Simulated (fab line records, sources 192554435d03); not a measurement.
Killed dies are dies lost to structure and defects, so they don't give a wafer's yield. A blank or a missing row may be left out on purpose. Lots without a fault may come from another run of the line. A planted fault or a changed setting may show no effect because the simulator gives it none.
fab line records | flow n5_finfet
record lots=7 wafers=21
route steps=1938 shown BEOL_M13@1665 BEOL_M14@1742
start_h: hours from the record's first day to the start of the lot's first wafer shown | wait_h: hours since the lot's step before | " the same as in the row above | L1.1+2: a row that stands for several wafers | - no value, or no start given | * or withheld: withheld | < > ~ a bound
route shown NAME@n: a module of which the file shows steps, and the number in the route of the first | usual: mean/standard deviation of fault-free wafers | same: alike in all rows | chamber/n: place in a boat | sites: the reading at each site | _std_site: their standard deviation | _edge_site: outer sites' mean less inner sites' | radius_mm: how far each site lies from the wafer's centre | mask NAME#n: copy n | behind: the tool/chamber that last shaped the wafer | hold: why the lot was held/for how many hours/how that ended | device: the transistor (n, p or np) that didn't switch | end of line: the same wafers' tests at the end of the route | a step without rows: its recipe alone | killed: dies lost to structure and defects at the first sort, not the wafer's yield | map: a wafer's dies, x killed, . not, _ none there
set.NAME: the setting as run; set.NAME@STEP: as run at that earlier step | model.NAME: the simulator's own value behind a step, which no gauge read
lots whose settings were changed on purpose; a table a step, a row a wafer
## steps
# step N5_BEOL_M13_EXPOSE_07
# recipe mask_id=V12 na=0.93 source_shape=conventional sigma_outer=0.6 polarization=unpolarized attpsm_phase_deg=180 dose_mj=24.8
# columns lot.wafer tool chamber start_h wait_h mask set.dose_mj
L075.2+3+6 krf_scanner-01 0 272.26 - V12#0 24.8
L077.1+2+3 krf_scanner-02 0 299.00 - V12#0 24.8
L076.1+3 krf_scanner-02 0 305.10 - V12#0 25.94
L076.2 " 0 " " V12#0 24.8
L083.3+4+5 krf_scanner-02 0 331.70 - V12#0 24.8
L085.2 krf_scanner-01 0 353.91 - V12#0 24.8
L085.4+6 " 0 " " V12#0 23.32
L092.1+3+6 krf_scanner-02 0 421.73 - V12#0 24.8
L096.3+4+5 krf_scanner-01 0 441.89 - V12#0 24.8
# step N5_BEOL_M13_PEB_08
# recipe peb_temp_c=130 peb_time_s=90
# step N5_BEOL_M13_DEVELOP_09
# recipe develop_time_s=45 rinse_liquid=diw dry=air_spin dev_temp_c=21
# step N5_BEOL_M13_HARDBAKE_14
# recipe temp_c=130 time_s=120
# step N5_BEOL_M13_CD_MEAS_10
# recipe target_cd_nm=190 landing_energy_ev=500 detector=se_inlens polarity=opening
# usual cd_nm=190.2/1.3
# columns lot.wafer tool chamber start_h wait_h set.dose_mj@BEOL_M13_EXPOSE_07 cd_nm
L075.2 cd_sem-01 0 272.43 - 24.8 187.7
L075.3 " 0 " " 24.8 187.0
L075.6 " 0 " " 24.8 187.4
L077.1 cd_sem-03 0 299.18 - 24.8 192.7
L077.2 " 0 " " 24.8 191.9
L077.3 " 0 " " 24.8 191.8
L076.1 cd_sem-01 0 305.27 - 25.94 195.0
L076.2 " 0 " " 24.8 190.7
L076.3 " 0 " " 25.94 194.9
L083.3 cd_sem-03 0 331.86 - 24.8 191.6
L083.4 " 0 " " 24.8 189.8
L083.5 " 0 " " 24.8 190.6
L085.2 cd_sem-03 0 354.08 - 24.8 189.3
L085.4 " 0 " " 23.32 183.1
L085.6 " 0 " " 23.32 183.3
L092.1 cd_sem-01 0 421.90 - 24.8 192.6
L092.3 " 0 " " 24.8 191.7
L092.6 " 0 " " 24.8 193.3
L096.3 cd_sem-01 0 442.05 - 24.8 187.9
L096.4 " 0 " " 24.8 189.0
L096.5 " 0 " " 24.8 189.6
# step N5_BEOL_M13_DESCUM_15
# recipe chemistry=O2 time_s=7.9 source_power_w=50 bias_power_w=20 pressure_mtorr=20 rf_frequency_hz=2.712e+07 temp_c=40 o2_flow_sccm=225
# step N5_BEOL_M13_ETCH_59
# recipe chemistry=N2/H2 target=BARC target_depth_a=890 overetch_a=267 time_s=67.9 ion_energy_ev=200 pressure_mtorr=30 source_w=840 bias_w=150 n2_flow_sccm=200 h2_flow_sccm=200
# columns lot.wafer tool chamber start_h wait_h set.spin_rpm@BEOL_M13_COAT_04 model.coat_of_BEOL_M13_COAT_04.thk_nm
L075.2 rie_diel-02 0 272.55 0.0 1625 317.4
L075.3 " 1 " " 1625 316.4
L075.6 " 2 " " 1625 315.6
L077.1 rie_diel-02 3 299.30 0.0 1737 303.8
L077.2 " 0 " " 1737 304.8
L077.3 " 1 " " 1625 317.2
L076.1 rie_diel-04 0 305.39 0.0 1625 316.4
L076.2 " 3 " " 1625 315.8
L076.3 " 2 " " 1625 317.8
L083.3 rie_diel-02 0 331.98 0.0 1625 318.8
L083.4 " 1 " " 1764 302.4
L083.5 " 3 " " 1625 319
L085.2 rie_diel-02 2 354.20 0.0 1444 340.8
L085.4 " 1 " " 1625 317.4
L085.6 " 0 " " 1625 317.8
L092.1 rie_diel-01 2 422.02 0.0 1499 334
L092.3 " 1 " " 1625 318
L092.6 " 3 " " 1625 318.6
L096.3 rie_diel-04 0 442.17 0.0 1625 321.2
L096.4 " 2 " " 1625 320.6
L096.5 " 1 " " 1625 317.8
# step N5_BEOL_M13_VIA_ETCH_16
# recipe chemistry=C4F8/O2/Ar target=SiOC pressure_mtorr=30 source_w=3000 bias_w=700 Ar_flow_sccm=400 C4F8_flow_sccm=15 O2_flow_sccm=8 he_inner_torr=15 he_outer_torr=30 target_depth_a=9217 time_s=withheld ion_energy_ev=250 ends=cleared
# columns lot.wafer tool chamber start_h wait_h set.spin_rpm@BEOL_M13_COAT_04 model.coat_of_BEOL_M13_COAT_04.thk_nm
L075.2 rie_diel-02 0 272.60 0.0 1625 73.2
L075.3 " 1 " " 1625 72.6
L075.6 " 2 " " 1625 68.2
L077.1 rie_diel-02 3 299.35 0.0 1737 57.4
L077.2 " 0 " " 1737 60.6
L077.3 " 1 " " 1625 72.6
L076.1 rie_diel-04 0 305.45 0.0 1625 71.2
L076.2 " 3 " " 1625 68.2
L076.3 " 2 " " 1625 74.4
L083.3 rie_diel-02 0 332.03 0.0 1625 73.4
L083.4 " 1 " " 1764 52
L083.5 " 3 " " 1625 69.4
L085.2 rie_diel-02 2 354.25 0.0 1444 97.8
L085.4 " 1 " " 1625 68.6
L085.6 " 0 " " 1625 72.2
L092.1 rie_diel-01 2 422.08 0.0 1499 90.8
L092.3 " 1 " " 1625 71.6
L092.6 " 3 " " 1625 72.8
L096.3 rie_diel-04 0 442.22 0.0 1625 73.8
L096.4+5 " 2,1 " " 1625 70.4
# step N5_BEOL_M13_STRIP_63
# recipe chemistry=N2/H2 power_w=1000 temp_c=250 h2_frac=0.65 overash_fraction=0.3 pressure_mtorr=1000 n2_flow_sccm=1750 h2_flow_sccm=3250
# usual strip_time_to_endpoint_s=28.1/0.9
# columns lot.wafer tool chamber start_h wait_h set.spin_rpm@BEOL_M13_COAT_04 strip_time_to_endpoint_s
L075.2 plasma_asher-01 1 272.84 - 1625 28.6
L075.3 " 1 " " 1625 28.4
L075.6 " 1 " " 1625 27.2
L077.1 plasma_asher-01 0 299.66 - 1737 23.9
L077.2 " 1 " " 1737 24.8
L077.3 " 0 " " 1625 28.4
L076.1 plasma_asher-01 0 305.87 - 1625 28.0
L076.2 " 1 " " 1625 27.1
L076.3 " 1 " " 1625 29.0
L083.3 plasma_asher-01 1 332.32 - 1625 28.7
L083.4 " 0 " " 1764 22.2
L083.5 " 1 " " 1625 27.5
L085.2 plasma_asher-02 0 354.55 - 1444 35.6
L085.4 " 0 " " 1625 27.3
L085.6 " 0 " " 1625 28.3
L092.1 plasma_asher-02 1 422.31 - 1499 33.6
L092.3 " 1 " " 1625 28.1
L092.6 " 0 " " 1625 28.5
L096.3 plasma_asher-01 1 442.48 - 1625 28.8
L096.4 " 0 " " 1625 27.8
L096.5 " 1 " " 1625 27.8
# step N5_BEOL_M14_EXPOSE_25
# recipe mask_id=M14 na=0.8 source_shape=annular sigma_inner=0.5 sigma_outer=0.8 polarization=unpolarized target_cd_nm=280 dose_mj=26.6
# columns lot.wafer tool chamber start_h wait_h mask set.dose_mj
L075.2+3+6 krf_scanner-01 0 278.17 - M14#0 26.6
L077.1+3 krf_scanner-02 0 306.20 - M14#0 25.8
L077.2 " 0 " " M14#0 26.6
L076.1+2 krf_scanner-01 0 311.59 - M14#0 26.6
L076.3 " 0 " " M14#0 25.13
L083.3+4+5 krf_scanner-02 0 338.38 - M14#0 26.6
L085.2+4+6 krf_scanner-01 0 361.38 - M14#0 26.6
L092.1+6 krf_scanner-02 0 429.34 - M14#0 26.6
L092.3 " 0 " " M14#0 28.41
L096.3+4 krf_scanner-01 0 452.11 - M14#0 27.37
L096.5 " 0 " " M14#0 26.6
# step N5_BEOL_M14_PEB_26
# recipe peb_temp_c=130 peb_time_s=90
# step N5_BEOL_M14_DEVELOP_27
# recipe develop_time_s=45 rinse_liquid=diw dry=air_spin dev_temp_c=21
# step N5_BEOL_M14_HARDBAKE_32
# recipe temp_c=130 time_s=120
# step N5_BEOL_M14_CD_MEAS_28
# recipe target_cd_nm=284.4 landing_energy_ev=500 detector=se_inlens
# usual cd_nm=284.1/1.3
# columns lot.wafer tool chamber start_h wait_h set.dose_mj@BEOL_M14_EXPOSE_25 cd_nm
L075.2 cd_sem-01 0 278.34 - 26.6 283.0
L075.3 " 0 " " 26.6 285.6
L075.6 " 0 " " 26.6 284.7
L077.1 cd_sem-02 0 306.37 - 25.8 278.4
L077.2 " 0 " " 26.6 282.3
L077.3 " 0 " " 25.8 277.2
L076.1 cd_sem-01 0 311.76 - 26.6 284.8
L076.2 " 0 " " 26.6 284.7
L076.3 " 0 " " 25.13 276.9
L083.3 cd_sem-01 0 338.54 - 26.6 286.4
L083.4 " 0 " " 26.6 284.9
L083.5 " 0 " " 26.6 284.3
L085.2 cd_sem-01 0 361.55 - 26.6 284.9
L085.4 " 0 " " 26.6 284.5
L085.6 " 0 " " 26.6 283.1
L092.1 cd_sem-03 0 429.51 - 26.6 287.2
L092.3 " 0 " " 28.41 296.7
L092.6 " 0 " " 26.6 285.5
L096.3 cd_sem-02 0 452.27 - 27.37 290.2
L096.4 " 0 " " 27.37 289.6
L096.5 " 0 " " 26.6 283.2
# step N5_BEOL_M14_DESCUM_33
# recipe chemistry=O2 time_s=7.9 source_power_w=50 bias_power_w=20 pressure_mtorr=20 rf_frequency_hz=2.712e+07 temp_c=40 o2_flow_sccm=225
# columns lot.wafer tool chamber start_h wait_h set.dose_mj@BEOL_M14_EXPOSE_25 model.BEOL_M14.cd_nm
L075.2 rie_diel-05 1 278.43 0.0 26.6 283
L075.3 " 0 " " 26.6 285.6
L075.6 " 3 " " 26.6 284.6
L077.1 rie_diel-05 3 306.46 0.0 25.8 278.6
L077.2 " 1 " " 26.6 282.6
L077.3 " 2 " " 25.8 277
L076.1 rie_diel-05 2 311.91 0.1 26.6 284.8
L076.2 " 1 " " 26.6 285
L076.3 " 3 " " 25.13 277
L083.3 rie_diel-03 2 338.79 0.2 26.6 286.8
L083.4 " 1 " " 26.6 284.8
L083.5 " 0 " " 26.6 284.6
L085.2 rie_diel-06 3 361.64 0.0 26.6 284.6
L085.4 " 2 " " 26.6 284
L085.6 " 3 " " 26.6 283.2
L092.1 rie_diel-03 2 429.70 0.1 26.6 286.8
L092.3 " 1 " " 28.41 296.6
L092.6 " 3 " " 26.6 286
L096.3 rie_diel-03 3 452.36 0.0 27.37 290.2
L096.4 " 2 " " 27.37 289.6
L096.5 " 3 " " 26.6 283.4
# step N5_BEOL_M14_ETCH_67
# recipe chemistry=CF4 target=SiARC target_depth_a=1430 time_s=238.3 ion_energy_ev=80 pressure_mtorr=40 source_w=545 bias_w=36 Ar_flow_sccm=100 cf4_flow_sccm=100 ends=cleared
# columns lot.wafer tool chamber start_h wait_h set.dose_mj@BEOL_M14_EXPOSE_25 model.BEOL_M14.cd_nm
L075.2 rie_diel-05 1 278.47 0.0 26.6 278.8
L075.3 " 0 " " 26.6 280.4
L075.6 " 3 " " 26.6 279.6
L077.1 rie_diel-05 3 306.50 0.0 25.8 274.4
L077.2 " 1 " " 26.6 278.4
L077.3 " 2 " " 25.8 272.8
L076.1 rie_diel-05 2 311.95 0.0 26.6 280.4
L076.2 " 1 " " 26.6 280.8
L076.3 " 3 " " 25.13 273
L083.3 rie_diel-03 2 338.83 0.0 26.6 282.4
L083.4+5 " 1,0 " " 26.6 280
L085.2 rie_diel-06 3 361.67 0.0 26.6 280.8
L085.4 " 2 " " 26.6 279.2
L085.6 " 3 " " 26.6 279.4
L092.1 rie_diel-03 2 429.73 0.0 26.6 282.2
L092.3 " 1 " " 28.41 291.8
L092.6 " 3 " " 26.6 281.6
L096.3 rie_diel-03 3 452.39 0.0 27.37 286.4
L096.4 " 2 " " 27.37 285.4
L096.5 " 3 " " 26.6 279
# step N5_BEOL_M14_ETCH_68
# recipe chemistry=N2/H2 target=SOC mask_material=SiARC source_w=3000 bias_w=350 temp_c=40 time_s=450 ion_energy_ev=200 pressure_mtorr=30 n2_flow_sccm=200 h2_flow_sccm=200
# columns lot.wafer tool chamber start_h wait_h set.dose_mj@BEOL_M14_EXPOSE_25 model.BEOL_M14.cd_nm
L075.2 rie_diel-05 1 278.61 0.1 26.6 279
L075.3 " 0 " " 26.6 278.4
L075.6 " 3 " " 26.6 280
L077.1 rie_diel-05 3 306.64 0.1 25.8 274.6
L077.2 " 1 " " 26.6 278.6
L077.3 " 2 " " 25.8 273.6
L076.1 rie_diel-05 2 312.10 0.1 26.6 279.8
L076.2 " 1 " " 26.6 279.6
L076.3 " 3 " " 25.13 272.8
L083.3 rie_diel-03 2 338.97 0.1 26.6 281.8
L083.4 " 1 " " 26.6 278.4
L083.5 " 0 " " 26.6 278.6
L085.2 rie_diel-06 3 361.82 0.1 26.6 279.6
L085.4 " 2 " " 26.6 279.8
L085.6 " 3 " " 26.6 281
L092.1 rie_diel-03 2 429.88 0.1 26.6 282.2
L092.3 " 1 " " 28.41 291.2
L092.6 " 3 " " 26.6 280.8
L096.3 rie_diel-03 3 452.54 0.1 27.37 284.8
L096.4 " 2 " " 27.37 284
L096.5 " 3 " " 26.6 278.4
# step N5_BEOL_M14_TRENCH_ETCH_34
# recipe chemistry=C4F8/O2/Ar target=SiO2 target_depth_a=5566.5 mask_material=SOC he_inner_torr=15 he_outer_torr=30 time_s=126.9 ion_energy_ev=800 pressure_mtorr=20 source_w=1905 bias_w=2040 Ar_flow_sccm=400 C4F8_flow_sccm=16 O2_flow_sccm=12
# columns lot.wafer tool chamber start_h wait_h set.time_s model.etch.depth_nm
L075.2 rie_diel-05 1 278.89 0.0 126.9 576.8
L075.3 " 0 " " 126.9 553.4
L075.6 " 3 " " 126.9 558.8
L077.1 rie_diel-05 3 306.92 0.0 126.9 556.5
L077.2 " 1 " " 140 625.9
L077.3 " 2 " " 140 587.3
L076.1 rie_diel-05 2 312.37 0.0 126.9 535.4
L076.2 " 1 " " 112.4 507.1
L076.3 " 3 " " 112.4 492.2
L083.3 rie_diel-03 2 339.25 0.0 126.9 547
L083.4 " 1 " " 126.9 554.2
L083.5 " 0 " " 104.1 443.7
L085.2 rie_diel-06 3 362.09 0.0 152.9 665.8
L085.4 " 2 " " 126.9 549.1
L085.6 " 3 " " 126.9 552.7
L092.1 rie_diel-03 2 430.15 0.0 126.9 544.6
L092.3 " 1 " " 126.9 556.9
L092.6 " 3 " " 126.9 556
L096.3 rie_diel-03 3 452.81 0.0 126.9 552
L096.4 " 2 " " 110.8 473.7
L096.5 " 3 " " 126.9 550.2
# step N5_BEOL_M14_STRIP_70
# recipe chemistry=C4F8/O2/Ar resist=SiARC rf_frequency_hz=6e+07
# step N5_BEOL_M14_OCD_MEAS_35
# usual trench_depth_nm=551/8.9
# columns lot.wafer tool chamber start_h wait_h set.time_s@BEOL_M14_TRENCH_ETCH_34 trench_depth_nm
L075.2 ocd-02 - 279.05 0.0 126.9 577
L075.3 " - " " 126.9 553
L075.6 " - " " 126.9 559
L077.1 ocd-01 - 307.07 0.0 126.9 557
L077.2 " - " " 140 626
L077.3 " - " " 140 587
L076.1 ocd-02 - 312.52 0.0 126.9 535
L076.2 " - " " 112.4 507
L076.3 " - " " 112.4 493
L083.3 ocd-02 - 339.41 0.0 126.9 547
L083.4 " - " " 126.9 554
L083.5 " - " " 104.1 444
L085.2 ocd-01 - 362.25 0.0 152.9 666
L085.4 " - " " 126.9 549
L085.6 " - " " 126.9 552
L092.1 ocd-02 - 430.31 0.0 126.9 545
L092.3 " - " " 126.9 556
L092.6 " - " " 126.9 556
L096.3 ocd-02 - 452.97 0.0 126.9 553
L096.4 " - " " 110.8 474
L096.5 " - " " 126.9 550
# step N5_BEOL_M14_STRIP_37
# recipe chemistry=O2 power_w=600 temp_c=60 pressure_mtorr=30 rf_frequency_hz=6e+07 bias_power_w=0 overash_fraction=0.3 o2_flow_sccm=225
# step N5_BEOL_M14_ETCH_38
# recipe chemistry=CF4/N2 target=SiCN target_depth_a=1065 taper_deg=2 time_s=120.6 ion_energy_ev=150 mask_material=SiO2 pressure_mtorr=40 source_w=430 bias_w=70 Ar_flow_sccm=100 cf4_flow_sccm=60 n2_flow_sccm=60
# step N5_BEOL_M14_ECD_47
# recipe material=Cu target_thk_a=12480
# step N5_BEOL_M14_ANNEAL_48
# recipe temp_c=225 time_s=90 ambient=N2
# step N5_BEOL_M14_CMP_49
# recipe stop_on=SiO2 t_overpolish_s=5.2 down_force_psi=2 platen_rpm=80 clearing_platen_down_force_psi=2 clearing_platen_rpm=80 post_cmp_clean=cu_alkaline target_thk_nm=560 clearing_platen_pad_velocity_m_s=1.5917 pad_velocity_m_s=1.5917
# columns lot.wafer tool chamber start_h wait_h set.time_s@BEOL_M14_TRENCH_ETCH_34 model.Cu_of_BEOL_M14_ECD_47.thk_nm
L075.3 cmp-01 0 285.19 0.2 126.9 556.8
L075.2 " 3 " " 126.9 578.6
L075.6 " 1 " " 126.9 561.4
L077.3 cmp-04 1 309.35 0.8 140 587.8
L077.1 " 3 " " 126.9 557.2
L077.2 " 0 " " 140 627.8
L076.2 cmp-01 2 317.20 0.2 112.4 511.2
L076.1 " 3 " " 126.9 536.6
L076.3 " 1 " " 112.4 493.6
L083.3 cmp-01 3 342.08 0.2 126.9 549.8
L083.4 " 0 " " 126.9 557
L083.5 " 2 " " 104.1 448.8
L085.2 cmp-04 0 364.72 0.3 152.9 670.8
L085.4 " 1 " " 126.9 552.4
L085.6 " 2 " " 126.9 555.8
L092.1 cmp-01 2 438.46 0.3 126.9 548.4
L092.3 " 1 " " 126.9 558.8
L092.6 " 3 " " 126.9 558.6
L096.4 cmp-03 1 456.69 0.2 110.8 477.2
L096.3 " 3 " " 126.9 556
L096.5 " 1 " " 126.9 553.4
# step N5_BEOL_M14_THK_MEAS_50
# recipe thk_meas_gauge=xrf reads=Cu_of_BEOL_M14_ECD_47
# usual M14_THK=559/10
# columns lot.wafer tool chamber start_h wait_h set.time_s@BEOL_M14_TRENCH_ETCH_34 M14_THK[nm]
L075.2 film_metro-02 - 285.48 - 126.9 566
L075.3 " - " " 126.9 549
L075.6 " - " " 126.9 550
L077.1 film_metro-02 - 309.64 - 126.9 568
L077.2 " - " " 140 637
L077.3 " - " " 140 598
L076.1 film_metro-01 - 317.50 - 126.9 546
L076.2 " - " " 112.4 520
L076.3 " - " " 112.4 500
L083.3 film_metro-02 - 342.30 - 126.9 557
L083.4 " - " " 126.9 565
L083.5 " - " " 104.1 455
L085.2 film_metro-02 - 364.94 - 152.9 686
L085.4 " - " " 126.9 564
L085.6 " - " " 126.9 567
L092.1 film_metro-02 - 438.76 - 126.9 554
L092.3 " - " " 126.9 564
L092.6 " - " " 126.9 561
L096.3 film_metro-01 - 456.95 - 126.9 558
L096.4 " - " " 110.8 479
L096.5 " - " " 126.9 555
# step N5_BEOL_M14_PRE_CLEAN_52
# recipe gas=NH3 time_s=15 temp_c=withheld rf_power_w=300
# step N5_BEOL_M14_DEP_53
# recipe material=SiCN target_thk_a=500 temp_c=withheld precursor=3MS/NH3 pressure_torr=3 rf_w=675 time_s=17.8
# step N5_BEOL_M14_RS_MEAS_54
# recipe thk_meas_gauge=four-point-probe reads=Cu_of_BEOL_M14_ECD_47+Ta_of_BEOL_M14_SPUTTER_44+TaN_of_BEOL_M14_SPUTTER_43
# usual M14_RS=0.0336/0.00056
# columns lot.wafer tool chamber start_h wait_h set.time_s@BEOL_M14_TRENCH_ETCH_34 M14_RS[ohm/sq]
L075.2 film_metro-01 - 285.61 0.1 126.9 0.0321
L075.3 " - " " 126.9 0.0334
L075.6 " - " " 126.9 0.0331
L077.1 film_metro-02 - 309.77 0.0 126.9 0.0332
L077.2 " - " " 140 0.0295
L077.3 " - " " 140 0.0315
L076.1 film_metro-02 - 317.62 0.0 126.9 0.0346
L076.2 " - " " 112.4 0.0363
L076.3 " - " " 112.4 0.0377
L083.3 film_metro-02 - 342.43 0.1 126.9 0.0337
L083.4 " - " " 126.9 0.0333
L083.5 " - " " 104.1 0.0416
L085.2 film_metro-01 - 365.10 0.1 152.9 0.0277
L085.4 " - " " 126.9 0.0337
L085.6 " - " " 126.9 0.0335
L092.1 film_metro-02 - 438.89 0.0 126.9 0.0339
L092.3 " - " " 126.9 0.0332
L092.6 " - " " 126.9 0.0332
L096.3 film_metro-01 - 457.08 0.1 126.9 0.0335
L096.4 " - " " 110.8 0.0391
L096.5 " - " " 126.9 0.0337
## key
split step=N5_BEOL_M13_EXPOSE_07 setting=dose_mj stated=24.8 by=wafer
response step=N5_BEOL_M13_CD_MEAS_10 reading=cd_nm change=+0.984 per=1% r=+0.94
split step=N5_BEOL_M14_EXPOSE_25 setting=dose_mj stated=26.6 by=wafer
response step=N5_BEOL_M14_CD_MEAS_28 reading=cd_nm change=+1.56 per=1% r=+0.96
response step=N5_BEOL_M14_DESCUM_33 reading=model.BEOL_M14.cd_nm change=+1.55 per=1% r=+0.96
response step=N5_BEOL_M14_ETCH_67 reading=model.BEOL_M14.cd_nm change=+1.53 per=1% r=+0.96
response step=N5_BEOL_M14_ETCH_68 reading=model.BEOL_M14.cd_nm change=+1.43 per=1% r=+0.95
split step=N5_BEOL_M14_TRENCH_ETCH_34 setting=time_s stated=126.9 by=wafer
response step=N5_BEOL_M14_TRENCH_ETCH_34 reading=model.etch.depth_nm change=+5.42 per=1% r=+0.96
response step=N5_BEOL_M14_OCD_MEAS_35 reading=trench_depth_nm change=+5.43 per=1% r=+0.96
response step=N5_BEOL_M14_CMP_49 reading=model.Cu_of_BEOL_M14_ECD_47.thk_nm change=+5.41 per=1% r=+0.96
response step=N5_BEOL_M14_THK_MEAS_50 reading=M14_THK change=+5.5 per=1% r=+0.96
response step=N5_BEOL_M14_RS_MEAS_54 reading=M14_RS change=-0.000345 per=1% r=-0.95
split outside_this_file step=N5_BEOL_M13_COAT_04 setting=spin_rpm
# split outside_this_file: this setting was split too, and the file shows its column; the key of that split is in another file
